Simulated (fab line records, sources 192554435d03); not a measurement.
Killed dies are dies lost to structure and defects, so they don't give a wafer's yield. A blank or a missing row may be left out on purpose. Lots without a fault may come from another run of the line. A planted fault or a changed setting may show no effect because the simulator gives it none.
fab line records | flow n5_finfet
record lots=7 wafers=39
route steps=1938 shown WELL_APT@55 FIN_SAQP@130 DUMMY_GATE@214 SD_EPI_N@288 HKMG_FIN@419 MOL_CONTACT_COAG@588 BEOL_M4@1111
start_h: hours from the record's first day to the start of the lot's first wafer shown | wait_h: hours since the lot's step before | " the same as in the row above | L1.1+2: a row that stands for several wafers | - no value, or no start given | * or withheld: withheld | < > ~ a bound
route shown NAME@n: a module of which the file shows steps, and the number in the route of the first | usual: mean/standard deviation of fault-free wafers | same: alike in all rows | chamber/n: place in a boat | sites: the reading at each site | _std_site: their standard deviation | _edge_site: outer sites' mean less inner sites' | radius_mm: how far each site lies from the wafer's centre | mask NAME#n: copy n | behind: the tool/chamber that last shaped the wafer | hold: why the lot was held/for how many hours/how that ended | device: the transistor (n, p or np) that didn't switch | end of line: the same wafers' tests at the end of the route | a step without rows: its recipe alone | killed: dies lost to structure and defects at the first sort, not the wafer's yield | map: a wafer's dies, x killed, . not, _ none there
set.NAME: the setting as run; set.NAME@STEP: as run at that earlier step | model.NAME: the simulator's own value behind a step, which no gauge read
lots whose settings were changed on purpose; a table a step, a row a wafer
## steps
# step N5_WELL_APT_EPI_41
# recipe material=Si target_thk_a=500 temp_c=650 precursor=SiH4/H2 pressure_torr=20 time_s=297.7
# step N5_FIN_SAQP_ETCH_65
# recipe chemistry=CF4 target=SiO2 target_depth_a=40 ion_energy_ev=350 time_s=4.4 pressure_mtorr=10 icp_w=800 bias_w=400 cf4_flow_sccm=80
# step N5_DUMMY_GATE_ALD_02
# recipe material=SiO2 target_thk_a=20 temp_c=300 ald_precursor_family=BDEAS ald_co_reactant=O2-plasma pulse_time_s=1 pressure_torr=2
# step N5_DUMMY_GATE_ETCH_37
# recipe chemistry=N2/H2 target=SOC target_depth_a=600 overetch_a=300 temp_c=40 ion_energy_ev=200 pressure_mtorr=30 source_w=840 bias_w=150 n2_flow_sccm=200 h2_flow_sccm=200
# step N5_DUMMY_GATE_ETCH_31
# recipe chemistry=C4F6/O2 target=SiO2 mask_material=SOC target_depth_a=825 time_s=27.5 ion_energy_ev=250 pressure_mtorr=30 source_w=345 bias_w=185 Ar_flow_sccm=300 C4F6_flow_sccm=10 O2_flow_sccm=10
# step N5_DUMMY_GATE_ETCH_42
# recipe chemistry=CHF3/O2 target=SiO2 target_depth_a=35 time_s=31 ion_energy_ev=30 bias_w=12 pressure_mtorr=30 source_w=600 Ar_flow_sccm=200 CHF3_flow_sccm=50 O2_flow_sccm=5
# step N5_SD_EPI_N_EPI_21
# recipe material=Si:P dopant=P temp_c=680 pressure_torr=255 time_s=690
# step N5_HKMG_FIN_ALD_36
# recipe material=TiN target_thk_a=10 temp_c=400 ald_precursor_family=TiCl4 ald_co_reactant=NH3 pulse_time_s=1 purge_time_s=3 co_reactant_purge_time_s=2 co_reactant_pulse_time_s=2 ald_cycles=47 pressure_torr=3
# step N5_HKMG_FIN_ETCH_32
# recipe chemistry=N2/H2 target=SOC target_depth_a=2400 temp_c=40 time_s=300 ion_energy_ev=200 mask_material=SiARC pressure_mtorr=30 source_w=840 bias_w=150 n2_flow_sccm=200 h2_flow_sccm=200
# step N5_MOL_CONTACT_COAG_ETCH_47
# recipe chemistry=CH3F/O2 target=SiNx target_depth_a=270 mask_material=SiO2 stop_on=W over_etch_frac=0.2 ion_energy_ev=120 endpoint=OES-CN pressure_mtorr=30 source_w=395 bias_w=73 Ar_flow_sccm=150 CH3F_flow_sccm=30 O2_flow_sccm=20 ends=end_point
# step N5_BEOL_M4_RC_MEAS_101
# usual CJ_N=4.34/0.071 REXT_N=75.0/1.5 RS_PWELL=3006/23 RS_SD_N=28.5/0.33
# columns lot.wafer tool chamber start_h wait_h set.time_s@WELL_APT_EPI_41 set.time_s@FIN_SAQP_ETCH_65 set.temp_c@DUMMY_GATE_ALD_02 set.source_w@DUMMY_GATE_ETCH_37 set.target_depth_a@DUMMY_GATE_ETCH_31 set.bias_w@DUMMY_GATE_ETCH_42 set.time_s@SD_EPI_N_EPI_21 set.temp_c@HKMG_FIN_ALD_36 set.h2_flow_sccm@HKMG_FIN_ETCH_32 set.source_w@MOL_CONTACT_COAG_ETCH_47 CJ_N REXT_N[ohm.um] RS_PWELL[ohm/sq] RS_SD_N[ohm/sq]
L074.1 prober-01 0 168.10 0.0 297.7 4.4 291.5 761.4 882.7 13.2 690 400 200 395 4.33 73.8 2982 28.1
L074.2 " 0 " " 297.7 5.406 300 840 882.7 13.2 690 390 200 395 4.39 74.4 3004 28.5
L074.3 " 0 " " 297.7 4.4 291.5 840 825 12 690 400 200 395 4.38 74.2 2998 28.4
L074.4 " 0 " " 276.3 5.406 291.5 761.4 882.7 12 824.4 390 200 395 4.66 73.0 3039 25.3
L074.5 " 0 " " 276.3 4.4 300 761.4 825 12 824.4 400 200 395 4.66 73.3 3077 25.4
L074.6 " 0 " " 276.3 5.406 300 840 825 13.2 824.4 390 200 395 4.61 73.8 3021 24.8
L079.1 prober-02 0 199.64 0.0 297.7 4.4 306.3 797.8 825 12 690 400 211.8 395 4.30 73.2 2997 27.7
L079.2 " 0 " " 305.8 5.036 306.3 840 825 12 690 400 211.8 368.2 4.16 72.9 2942 27.8
L079.3 " 0 " " 297.7 4.4 300 840 825 12 690 400 200 368.2 4.31 73.8 3015 28.2
L079.4 " 0 " " 305.8 5.036 300 797.8 825 12 690 400 211.8 395 4.19 73.1 2972 27.2
L079.5 " 0 " " 305.8 4.4 306.3 840 825 12 690 400 200 395 4.14 73.5 2959 28.0
L079.6 " 0 " " 297.7 5.036 300 797.8 825 12 690 400 200 368.2 4.31 73.6 3003 27.6
L081.1 prober-01 0 205.76 0.0 310.8 4.4 300 840 825 10.74 690 418.5 190.3 459.6 3.98 73.8 2967 28.7
L081.2 " 0 " " 310.8 4.4 300 881.8 741.6 10.74 817.7 400 190.3 395 3.99 72.3 2947 25.3
L081.3 " 0 " " 297.7 4.4 307.7 881.8 825 12 817.7 418.5 190.3 395 4.30 72.3 3000 25.1
L081.4 " 0 " " 310.8 3.789 307.7 881.8 825 10.74 690 400 200 459.6 4.04 73.9 2952 28.8
L081.5 " 0 " " 297.7 3.789 307.7 840 741.6 12 690 400 200 395 4.28 75.0 2992 28.9
L081.6 " 0 " " 297.7 3.789 300 840 741.6 12 817.7 418.5 200 459.6 4.26 72.4 2971 25.5
L082.1 prober-02 0 206.44 0.0 297.7 4.4 300 840 825 12 690 400 200 395 4.35 75.5 2988 28.0
L082.2 " 0 " " 297.7 4.4 300 840 825 12 690 400 200 395 4.26 75.7 3026 28.1
L082.5 " 0 " " 297.7 4.4 300 840 825 12 690 400 200 395 4.34 75.4 3005 28.2
L085.1 prober-01 0 233.89 0.0 297.7 4.4 300 840 825 12 690 383.9 200 367.3 4.27 75.8 2962 29.0
L085.2 " 0 " " 297.7 4.743 300 840 825 12 592.2 400 200 367.3 4.24 79.0 2979 31.7
L085.3 " 0 " " 297.7 4.743 300 840 744.5 12 690 383.9 200 395 4.13 75.5 2979 28.9
L085.4 " 0 " " 297.7 4.4 300 840 744.5 12 690 400 200 367.3 4.20 74.4 2955 28.7
L085.5 " 0 " " 297.7 4.743 300 840 825 12 592.2 400 200 395 4.27 78.3 2966 31.4
L085.6 " 0 " " 297.7 4.4 300 840 744.5 12 592.2 383.9 200 395 4.31 78.6 2972 31.9
L093.1 prober-02 0 281.11 0.0 297.7 3.922 287.5 840 825 12 773.8 400 200 395 4.51 76.1 2984 26.3
L093.2 " 0 " " 297.7 3.922 300 840 825 12 690 413 200 395 4.45 77.8 3034 28.5
L093.3 " 0 " " 319.2 3.922 300 840 825 10.59 690 400 200 395 3.99 78.0 2929 28.8
L093.4 " 0 " " 297.7 4.4 287.5 840 825 10.59 690 400 200 395 4.39 77.6 3023 28.4
L093.5 " 0 " " 319.2 4.4 287.5 840 825 10.59 773.8 413 200 395 4.11 76.9 2964 26.6
L093.6 " 0 " " 319.2 4.4 300 840 825 12 773.8 413 200 395 4.01 77.1 2958 25.9
L095.1 prober-01 0 289.16 0.0 297.7 4.931 300 840 870.2 12 581.8 400 200 395 4.21 80.2 2981 32.3
L095.2 " 0 " " 297.7 4.931 291.6 840 825 12 690 400 200 395 4.29 75.6 3015 29.2
L095.3 " 0 " " 297.7 4.4 300 840 825 12 581.8 400 200 395 4.25 80.3 2984 31.5
L095.4 " 0 " " 297.7 4.4 300 840 870.2 12 690 394.7 200 395 4.33 74.4 2983 28.1
L095.5 " 0 " " 297.7 4.4 291.6 840 870.2 12 581.8 394.7 200 395 4.29 78.7 3001 32.0
L095.6 " 0 " " 297.7 4.931 291.6 840 825 12 690 394.7 200 395 4.32 75.5 3008 28.7
## key
split step=N5_WELL_APT_EPI_41 setting=time_s stated_as=297.7
response step=N5_BEOL_M4_RC_MEAS_101 reading=CJ_N slope=-0.0503 per=1% together_with=all explained=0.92
response step=N5_BEOL_M4_RC_MEAS_101 reading=RS_PWELL slope=-8.98 per=1% together_with=all explained=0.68
split step=N5_FIN_SAQP_ETCH_65 setting=time_s stated_as=4.4
response none clear
split step=N5_DUMMY_GATE_ALD_02 setting=temp_c stated_as=300
response none clear
split step=N5_DUMMY_GATE_ETCH_37 setting=source_w stated_as=840
response none clear
split step=N5_DUMMY_GATE_ETCH_31 setting=target_depth_a stated_as=825
response none clear
split step=N5_DUMMY_GATE_ETCH_42 setting=bias_w stated_as=12
response none clear
split step=N5_SD_EPI_N_EPI_21 setting=time_s stated_as=690
response step=N5_BEOL_M4_RC_MEAS_101 reading=RS_SD_N slope=-0.191 per=1% together_with=all explained=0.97
response step=N5_BEOL_M4_RC_MEAS_101 reading=REXT_N slope=-0.166 per=1% together_with=all explained=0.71
split step=N5_HKMG_FIN_ALD_36 setting=temp_c stated_as=400
response none clear
split step=N5_HKMG_FIN_ETCH_32 setting=h2_flow_sccm stated_as=200
response none clear
split step=N5_MOL_CONTACT_COAG_ETCH_47 setting=source_w stated_as=395
response none clear
